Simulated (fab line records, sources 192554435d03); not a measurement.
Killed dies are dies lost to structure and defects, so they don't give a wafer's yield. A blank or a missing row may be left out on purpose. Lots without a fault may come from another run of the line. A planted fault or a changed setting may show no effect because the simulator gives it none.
fab line records | flow n5_finfet
record lots=11 wafers=33 last_day=17
route steps=1938 shown BEOL_M11@1590 PASS1_CAP@1874 TV_LITHO@1884 PASSIVATION@1910
lots that met no fault: from a run of the same line without faults
start_h: hours from the record's first day to the start of the lot's first wafer shown | wait_h: hours since the lot's step before | " the same as in the row above | L1.1+2: a row that stands for several wafers | - no value, or no start given | * or withheld: withheld | < > ~ a bound
route shown NAME@n: a module of which the file shows steps, and the number in the route of the first | usual: mean/standard deviation of fault-free wafers | same: alike in all rows | chamber/n: place in a boat | sites: the reading at each site | _std_site: their standard deviation | _edge_site: outer sites' mean less inner sites' | radius_mm: how far each site lies from the wafer's centre | mask NAME#n: copy n | behind: the tool/chamber that last shaped the wafer | hold: why the lot was held/for how many hours/how that ended | device: the transistor (n, p or np) that didn't switch | end of line: the same wafers' tests at the end of the route | a step without rows: its recipe alone | killed: dies lost to structure and defects at the first sort, not the wafer's yield | map: a wafer's dies, x killed, . not, _ none there
set.NAME: the setting as run; set.NAME@STEP: as run at that earlier step | model.NAME: the simulator's own value behind a step, which no gauge read
steps of the route over a sample of lots; a table a step, a row a wafer
services: from which hour (start_h, from the record's first day; less than 0 if before it) a tool's chamber was out of use, for how many hours, and why
## steps
# step N5_BEOL_M11_ALD_74
# recipe material=TaN target_thk_a=20 temp_c=275 ald_precursor_family=PDMAT ald_co_reactant=NH3 pressure_torr=3 carrier_flow_sccm=1500 pulse_time_s=2 purge_time_s=3 co_reactant_purge_time_s=2 co_reactant_pulse_time_s=3 ald_cycles=40 precursor_vessel_temp_c=75 precursor_vessel_pressure_torr=26.25 precursor_vessel_carrier_sccm=1000
# usual heater_power_w=447/46 precursor_vessel_temp_c=75.02/0.13
# columns lot.wafer tool chamber start_h wait_h heater_power_w precursor_vessel_temp_c
L454.1 ald_metal-02 3 245.03 0.2 385 75.00
L454.2 " 1 " " 474 74.90
L454.3 " 2 " " 438 75.15
L457.3 ald_metal-03 2 245.32 0.3 391 74.88
L457.5 " 0 " " 541 74.78
L457.6 " 3 " " 449 75.17
L456.3 ald_metal-04 3 246.40 0.3 424 74.96
L456.4 " 2 " " 497 74.88
L456.5 " 2 " " 503 75.09
L459.1 ald_metal-03 2 262.69 0.1 385 75.22
L459.3 " 0 " " 542 75.03
L459.4 " 1 " " 433 74.98
L460.2 ald_metal-02 3 264.15 0.0 386 75.11
L460.4 " 2 " " 439 75.07
L460.6 " 3 " " 394 75.16
L458.2 ald_metal-03 2 264.38 0.1 385 74.91
L458.3 " 1 " " 437 75.14
L458.4 " 0 " " 531 74.92
L466.1 ald_metal-03 3 294.41 0.0 446 74.87
L466.2 " 0 " " 519 75.10
L466.4 " 2 " " 388 75.19
L471.2 ald_metal-02 2 342.28 0.2 445 75.04
L471.3 " 0 " " 482 75.13
L471.5 " 1 " " 451 75.02
L474.1 ald_metal-03 3 361.47 0.0 435 75.15
L474.3 " 0 " " 512 74.94
L474.5 " 3 " " 447 74.96
L476.3 ald_metal-04 3 373.14 0.0 431 75.08
L476.5 " 1 " " 472 74.89
L476.6 " 2 " " 501 75.13
L477.1 ald_metal-03 2 381.69 0.0 377 75.09
L477.3 " 0 " " 509 74.95
L477.5 " 1 " " 371 75.10
# step N5_PASSIVATION_PECVD_01
# recipe material=SiNx target_thk_a=2000 temp_c=400 precursor=SiH4/NH3/N2 pressure_torr=4.9 rf_w=1406 time_s=43.2
# usual heater_power_w=362/86 showerhead_plenum_p_Torr=8.70/0.043 throttle_valve_pct=29.1/1.9
# columns lot.wafer tool chamber start_h wait_h heater_power_w showerhead_plenum_p_Torr throttle_valve_pct
L454.1 pecvd-03 0 279.49 0.0 322 8.71 30.5
L454.2 " 2 " " 336 8.76 26.2
L454.3 " 1 " " 234 8.71 30.4
L457.3 pecvd-04 0 279.55 0.0 366 8.63 31.1
L457.5 " 2 " " 470 8.68 28.2
L457.6 " 0 " " 372 8.64 31.2
L456.3 pecvd-02 0 284.70 0.0 469 8.73 30.3
L456.4 " 0 " " 467 8.74 30.6
L456.5 " 1 " " 411 8.76 30.3
L460.2 pecvd-02 0 301.61 0.0 499 8.72 30.7
L460.4 " 2 " " 239 8.64 25.7
L460.6 " 1 " " 402 8.74 30.1
L458.2 pecvd-02 1 302.01 0.0 366 8.73 29.8
L458.3 " 2 " " 285 8.65 25.6
L458.4 " 0 " " 392 8.72 30.4
L459.1 pecvd-03 2 302.49 0.0 335 8.75 26.9
L459.3 " 1 " " 303 8.74 30.2
L459.4 " 0 " " 329 8.71 30.6
L466.1 pecvd-02 1 343.59 0.0 392 8.74 30.0
L466.2 " 2 " " 290 8.64 26.2
L466.4 " 0 " " 501 8.73 30.4
L471.2 pecvd-03 2 384.26 0.0 315 8.75 26.7
L471.3 " 1 " " 320 8.71 30.1
L471.5 " 2 " " 318 8.75 26.9
L474.1 pecvd-03 0 395.69 0.0 257 8.73 31.4
L474.3 " 2 " " 337 8.74 26.9
L474.5 " 2 " " 330 8.76 27.0
L476.3 pecvd-04 0 406.27 0.0 347 8.63 31.4
L476.5 " 2 " " 412 8.68 28.8
L476.6 " 0 " " 350 8.63 31.0
L477.1 pecvd-04 2 410.72 0.0 524 8.70 28.5
L477.3 " 2 " " 368 8.68 28.8
L477.5 " 2 " " 380 8.67 28.6
# step N5_PASSIVATION_OVL_MEAS_60
# recipe points_per_wafer=44
# usual TV_OVL=1/3.9
# columns lot.wafer tool chamber start_h wait_h TV_OVL[nm]
L454.1 overlay-01 0 280.87 0.0 4
L454.2 " 0 " " -3
L454.3 " 0 " " 4
L457.3 overlay-01 0 281.84 0.0 2
L457.5 " 0 " " -4
L457.6 " 0 " " 0
L456.3 overlay-02 0 285.13 0.0 -2
L456.4 " 0 " " 2
L456.5 " 0 " " 0
L460.2 overlay-02 0 302.16 0.0 2
L460.4 " 0 " " -4
L460.6 " 0 " " 0
L458.2 overlay-01 0 304.40 0.0 6
L458.3 " 0 " " 7
L458.4 " 0 " " -4
L459.1 overlay-01 0 304.70 0.0 2
L459.3 " 0 " " 3
L459.4 " 0 " " 0
L466.1 overlay-02 0 344.92 0.0 2
L466.2 " 0 " " 4
L466.4 " 0 " " 6
L471.2 overlay-02 0 387.13 0.0 -1
L471.3 " 0 " " 7
L471.5 " 0 " " -1
L474.1 overlay-02 0 396.95 0.0 1
L474.3 " 0 " " 1
L474.5 " 0 " " 3
L476.3 overlay-02 0 406.76 0.0 -5
L476.5 " 0 " " -3
L476.6 " 0 " " -8
L477.1 overlay-02 0 411.80 0.0 1
L477.3 " 0 " " 3
L477.5 " 0 " " 4
# step N5_PASSIVATION_ETCH_59
# recipe chemistry=Cl2/BCl3 target=TaN target_depth_a=650 time_s=34.9 ion_energy_ev=100 pressure_mtorr=10 icp_w=900 bias_w=100 Cl2_flow_sccm=60 bcl3_flow_sccm=30
# usual drypump_motor_current_A=5.9/0.4 mfc_cl2_sccm=59.99/0.18 oes_product_au=0.77/0.081 throttle_valve_pct=21.26/0.24
# columns lot.wafer tool chamber start_h wait_h drypump_motor_current_A mfc_cl2_sccm oes_product_au rf_hours_counter_h throttle_valve_pct
L454.1 rie_metal-03 1 283.43 0.3 6.0 59.80 0.77 54 21.41
L454.2 " 0 " " 6.4 60.29 0.65 109 21.32
L454.3 " 0 " " 6.4 60.04 0.65 - 21.31
L457.3 rie_metal-02 1 284.64 0.2 5.8 59.76 0.87 - 21.17
L457.5 " 0 " " 5.2 59.96 0.76 - 21.08
L457.6 " 1 " " 5.8 59.86 0.88 - 21.18
L456.3 rie_metal-01 0 287.20 0.2 5.5 60.06 0.72 - 21.42
L456.4 " 1 " " 6.2 60.17 0.78 - 21.43
L456.5 " 0 " " 5.5 59.98 0.71 - 21.42
L460.2 rie_metal-01 1 305.76 0.3 6.2 59.68 0.78 43 21.43
L460.4 " 1 " " 6.2 59.90 0.78 - 21.43
L460.6 " 0 " " 5.5 60.23 0.72 - 21.40
L458.2 rie_metal-01 0 307.11 0.3 5.5 60.01 0.72 64 21.43
L458.3 " 0 " " 5.5 60.06 0.72 - 21.42
L458.4 " 1 " " 6.2 59.81 0.77 - 21.46
L459.1 rie_metal-02 0 307.56 0.3 5.2 60.02 0.75 48 21.10
L459.3 " 1 " " 5.8 59.89 0.87 - 21.16
L459.4 " 0 " " 5.2 59.78 0.76 - 21.09
L466.1 rie_metal-03 1 347.97 0.3 6.0 59.87 0.74 62 21.44
L466.2 " 0 " " 6.4 59.88 0.98 1 20.69
L466.4 " 1 " " 6.0 60.17 0.74 - 21.45
L471.2 rie_metal-03 0 389.30 0.3 6.4 60.20 0.95 4 20.67
L471.3 " 1 " " 6.0 60.01 0.74 - 21.43
L471.5 " 1 " " 6.0 59.98 0.74 - 21.41
L474.1 rie_metal-03 1 399.55 0.3 6.0 60.05 0.74 67 21.44
L474.3 " 1 " " 6.1 59.95 0.74 - 21.43
L474.5 " 1 " " 6.0 59.81 0.75 - 21.41
L476.3 rie_metal-02 1 409.01 0.2 5.8 60.05 0.83 - 21.20
L476.5 " 0 " " 5.2 60.15 0.74 - 21.10
L476.6 " 1 " " 5.8 60.03 0.84 - 21.19
L477.1 rie_metal-02 1 413.99 0.3 5.8 59.83 0.83 25 21.21
L477.3 " 0 " " 5.2 60.05 0.73 - 21.11
L477.5 " 0 " " 5.2 59.76 0.73 - 21.11
# step N5_PASSIVATION_PROBE_49
# usual defect_limited_yield=91.4/1.5 killed_at_M0_to_M3=32/9.8 killed_at_M4_up=15/5.6 killed_at_contacts=12/5.4 killed_at_front_end=40/13 killed_at_other=3.0/2.1 killed_dies=102/17 killed_open=67/13 killed_short=32/7.1 sort_bin_5_function=5.1/0.96 sort_bin_6_memory=3.2/0.7 sort_bin_8_speed=0.0/0.3 sort_n_pass=1078/18 sort_yield_pct=91.3/1.5
# same gross_dies=1180 killed_at_back_side=0 sort_bin_4_leakage[%]=0
# columns lot.wafer tool chamber start_h wait_h defect_limited_yield[%] killed_at_M0_to_M3 killed_at_M4_up killed_at_contacts killed_at_front_end killed_at_other killed_dies killed_open killed_short sort_bin_5_function[%] sort_bin_6_memory[%] sort_bin_8_speed[%] sort_n_pass sort_yield_pct[%]
L458.2 prober-01 - 312.35 0.1 80.5 26 170 6 27 1 230 50 30 12.2 3.1 0 950 80.5
L458.3 prober-01 - 312.40 0.1 80.3 20 175 8 27 2 232 50 24 12.1 4.2 0 948 80.3
L458.4 prober-01 - 312.45 0.2 81.1 21 163 3 36 0 223 52 17 11.6 3.7 0 957 81.1
L466.1 prober-01 - 352.48 0.0 84.1 26 100 11 49 2 188 59 34 8.7 3.6 0 992 84.1
L466.2 prober-01 - 352.53 0.1 78.9 38 160 11 38 2 249 61 44 12.6 4.5 0 931 78.9
L466.4 prober-01 - 352.63 0.2 79.4 26 156 13 42 6 243 57 36 13.3 4.2 0 937 79.4
L471.2 prober-02 - 393.88 0.1 93.8 22 8 3 37 3 73 44 29 3.3 2.7 0 1107 93.8
L471.3 prober-02 - 393.93 0.1 93.2 24 12 19 25 0 80 57 21 3.2 3.6 0 1100 93.2
L471.5 prober-02 - 394.03 0.2 93.0 35 11 17 19 1 83 47 33 4.1 3.0 0 1097 93.0
# killed by level:class
L458.2 BEOL_M11:unspecified=149 BEOL_M4:geometric_particle:open=14 BEOL_M3:geometric_particle:open=7 STARTING-WAFER:geometric_particle:short=6 BEOL_M1:geometric_particle:open=5 MOL_CONTACT_COAG:geometric_particle:open=5 BEOL_M0_SAQP:geometric_particle:short=5 BEOL_M4:geometric_particle:short=5
L458.3 BEOL_M11:unspecified=152 BEOL_M4:geometric_particle:open=12 MOL_CONTACT_COAG:geometric_particle:open=8 GATE_CUT:geometric_particle:short=6 BEOL_M0_SAQP:geometric_particle:open=6 FIN_CUT:geometric_particle:short=4 GATE_CUT:geometric_particle:open=4 BEOL_M0_SAQP:geometric_particle:short=4
L458.4 BEOL_M11:unspecified=147 BEOL_M4:geometric_particle:open=9 BEOL_M3:geometric_particle:open=6 BEOL_M2:geometric_particle:open=5 FIN_SAQP:geometric_particle:open=4 FIN_CUT:geometric_particle:open=4 STI_FIN_REVEAL:geometric_particle:open=4 HKMG_FIN:area_etch=4
L466.1 BEOL_M11:unspecified=93 FIN_SAQP:geometric_particle:open=14 STI_FIN_REVEAL:geometric_particle:open=10 FIN_SAQP:geometric_particle:short=8 MOL_CONTACT_COAG:geometric_particle:open=8 DUMMY_GATE:geometric_particle:open=6 BEOL_M0_SAQP:geometric_particle:short=5 BEOL_M0_SAQP:geometric_particle:open=4
L466.2 BEOL_M11:unspecified=140 MOL_CONTACT_COAG:geometric_particle:open=9 BEOL_M4:geometric_particle:open=9 BEOL_M0_SAQP:geometric_particle:open=8 FIN_SAQP:geometric_particle:short=7 BEOL_M0_SAQP:geometric_particle:short=7 BEOL_M3:geometric_particle:open=6 FIN_SAQP:geometric_particle:open=5
L466.4 BEOL_M11:unspecified=148 MOL_CONTACT_COAG:geometric_particle:open=10 STI_FIN_REVEAL:geometric_particle:open=9 BEOL_M3:geometric_particle:open=8 FIN_SAQP:geometric_particle:short=7 FIN_SAQP:geometric_particle:open=7 STARTING-WAFER:geometric_particle:short=5 STI_FIN_REVEAL:geometric_particle:short=3
L471.2 FIN_SAQP:geometric_particle:short=6 BEOL_M2:geometric_particle:open=5 STI_FIN_REVEAL:geometric_particle:open=4 DUMMY_GATE:geometric_particle:open=4 ILD0:geometric_particle:short=4 GATE_CUT:geometric_particle:short=4 BEOL_M0_SAQP:geometric_particle:short=4 BEOL_M2:geometric_particle:short=4
L471.3 MOL_CONTACT_COAG:geometric_particle:open=15 FIN_SAQP:geometric_particle:open=7 BEOL_M2:geometric_particle:open=6 STI_FIN_REVEAL:geometric_particle:open=5 BEOL_M0_SAQP:geometric_particle:open=5 MOL_CONTACT_COAG:geometric_particle:short=4 BEOL_M0_SAQP:geometric_particle:short=4 BEOL_M3:geometric_particle:open=4
L471.5 MOL_CONTACT_COAG:geometric_particle:open=10 BEOL_M2:geometric_particle:open=9 BEOL_M1:geometric_particle:open=7 MOL_CONTACT_COAG:geometric_particle:short=7 BEOL_M3:geometric_particle:open=5 BEOL_M0:geometric_particle:open=4 BEOL_M1:geometric_particle:short=4 STARTING-WAFER:geometric_particle:open=4
## services
# columns tool chamber start_h hours kind
rie_metal-03 1 230.89 8.2 repair
pecvd-02 2 232.76 12.9 repair
pecvd-03 2 233.23 2.1 scheduled_down
pecvd-02 0 236.34 2.1 scheduled_down
rie_metal-03 - 256.46 0.2 repair
ald_metal-03 1 327.86 - calibration
rie_metal-03 0 328.34 - clean
rie_metal-03 0 328.34 15.6 scheduled_down
rie_metal-03 0 328.34 15.6 vent_cycle
ald_metal-03 - 337.25 14.0 pm
ald_metal-03 0 337.25 14.0 vent_cycle
ald_metal-03 1 337.25 14.0 vent_cycle
ald_metal-03 2 337.25 14.0 vent_cycle
ald_metal-03 3 337.25 14.0 vent_cycle
ald_metal-04 - 338.93 1.1 repair
ald_metal-03 0 351.25 - clean
ald_metal-03 1 351.25 - clean
ald_metal-03 2 351.25 - clean
ald_metal-03 3 351.25 - clean
ald_metal-03 0 368.66 1.7 repair
pecvd-03 - 375.85 0.7 repair
ald_metal-04 3 407.80 5.7 repair
ald_metal-04 - 412.52 3.6 repair
pecvd-02 - 412.76 1.8 repair
## key
first_sign step=N5_PASSIVATION_PROBE_49 reading=killed_at_M4_up direction=up sigmas=25 usual=15 struck=154
effect step=N5_PASSIVATION_PROBE_49 reading=killed_dies direction=up sigmas=7.3 usual=102 struck=228
more_kills_born_at N5_BEOL_M11_ALD_74@ald_metal-03=829
met_at N5_BEOL_M11_ALD_74
struck_lots L458,L466
not_acting_at N5_PASSIVATION_PECVD_01,N5_PASSIVATION_OVL_MEAS_60,N5_PASSIVATION_ETCH_59
onset_between 262.69 264.38
fault kind=chamber_particle_source tool=ald_metal-03 chamber=- onset_h=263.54 steps=N5_BEOL_M11_ALD_74 rate_per_visit_cm2=1.4946 end_h=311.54
